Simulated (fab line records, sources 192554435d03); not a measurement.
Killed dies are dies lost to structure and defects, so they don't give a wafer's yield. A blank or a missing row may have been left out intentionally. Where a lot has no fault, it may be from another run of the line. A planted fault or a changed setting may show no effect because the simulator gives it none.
Comparing a struck lot with a sound one :: flow n5-finfet :: 16 steps out of a route of 1938
Sound: wafers L229.2, L229.3, L229.5. Struck: wafer L219.2 (left out: L219.1, L219.4 of the same lot, which were not struck); the cause appears at the end.
For every step that has rows: the tool of each side, followed by ch and its chambers, followed by its first start. Under that, the readings that differ: sound wafers :: struck wafers :: difference of the means :: sigmas: that difference in standard deviations of wafers without a fault.
alike: words and numbers the same on both sides, and readings whose means are apart by under 2 such deviations; not compared: readings that were withheld, readings missing a value for some wafer, numbers with overlapping values and no deviation given by the record, and bounds like >300 which may hide the same value.
The two part at a step that has a row with sigmas, a row that says differs or no value, or rows on one side only. When numbers do not overlap yet have no deviation, they are printed without sigmas and do not part them. A reading that every wafer of one side lacks parts them only if that side has two wafers or more.

first, 4 steps without rows for these wafers: N5_BEOL_M7_HM_STRIP_39 (strips TiN in peroxide tin strip, target depth 25 nm, time 158 s); N5_BEOL_M7_SRD_40 (time 30 s); N5_BEOL_M7_PRECLEAN_42 (cleans in residue remover, time 60 s); N5_BEOL_M7_SRD_43 (time 30 s).
N5_BEOL_M7_CD_MEAS_35: target cd 40 nm.
  sound on cd-sem-01 at day 13 03:08; struck on cd-sem-02 at day 10 03:58
  alike: cd-nm
N5_BEOL_M7_CURE_75: cures SiCOH lowk, time 120 s.
  sound on uv-cure-03 ch 0, day 13 03:13; struck on uv-cure-03 ch 2, day 10 04:00
  alike: lamp-power-pct, wafer_temp_C_max
then, 1 step without rows for these wafers: N5_BEOL_M7_DEGAS_44 (time 60 s).
N5_BEOL_M7_PRE_CLEAN_45: time 30 s.
  sound on pvd-sputter-02 at day 13 03:34; struck on pvd-sputter-02 at day 10 05:04
  alike: heater-power-w
then, 1 step without rows for these wafers: N5_BEOL_M7_ALD_77 (deposits TaN, target thk 2 nm, pulse time 2 s, purge time 3 s).
N5_BEOL_M7_SURFACE_TREAT_79:
  sound on pvd-sputter-01 at day 13 03:57; struck on pvd-sputter-02 at day 10 05:25
  not compared: throttle-valve-pct
then, 1 step without rows for these wafers: N5_BEOL_M7_CVD_78 (deposits Co from CCTBA/H2, target thk 2 nm, time 142.3 s).
N5_BEOL_M7_SPUTTER_48: material Cu, target thk 10 nm, time 1.667 s.
  sound on pvd-sputter-02 at day 13 04:11; struck on pvd-sputter-03 at day 10 05:36
  alike: throttle-valve-pct
N5_BEOL_M7_ECD_50: material Cu, target thk 300 nm.
  sound on ecd-cu-01 ch 0, day 13 04:19; struck on ecd-cu-01 ch 0, day 10 05:43
reading: model.Cu_of_BEOL_M7_ECD_50.thk-nm (nm)
sound: 300.2 296.6 295.6
struck: 527.2
difference: +229.7
sigmas: 
N5_BEOL_M7_ANNEAL_51: time 90 s.
  sound on rtp-anneal-01 ch 0, day 13 04:32; struck on rtp-anneal-02 ch 0, day 10 06:18
  alike: wafer_temp_C_max
N5_BEOL_M7_CMP_52: polishes, stops on SiCOH lowk, t overpolish 6.9 s, target thk 80 nm.
  sound on cmp-04 ch 0,1,2, day 13 04:54; struck on cmp-01 ch 1, day 10 06:36
reading: time-to-endpoint-s (s)
sound: 62 60 60
struck: 118
difference: +57
sigmas: +17
  alike: head-pressure-psi, motor-current-A
N5_BEOL_M7_THK_MEAS_53: measures by xrf.
  sound on film-metro-01 at day 13 05:12; struck on film-metro-02 at day 10 06:53
  alike: M7_THK

== WHERE THEY PART ==
N5_BEOL_M7_CMP_52 only, going by this record. Later steps at which nothing parts them and some readings are alike: N5_BEOL_M7_THK_MEAS_53.

WHY: whatever the simulator had introduced
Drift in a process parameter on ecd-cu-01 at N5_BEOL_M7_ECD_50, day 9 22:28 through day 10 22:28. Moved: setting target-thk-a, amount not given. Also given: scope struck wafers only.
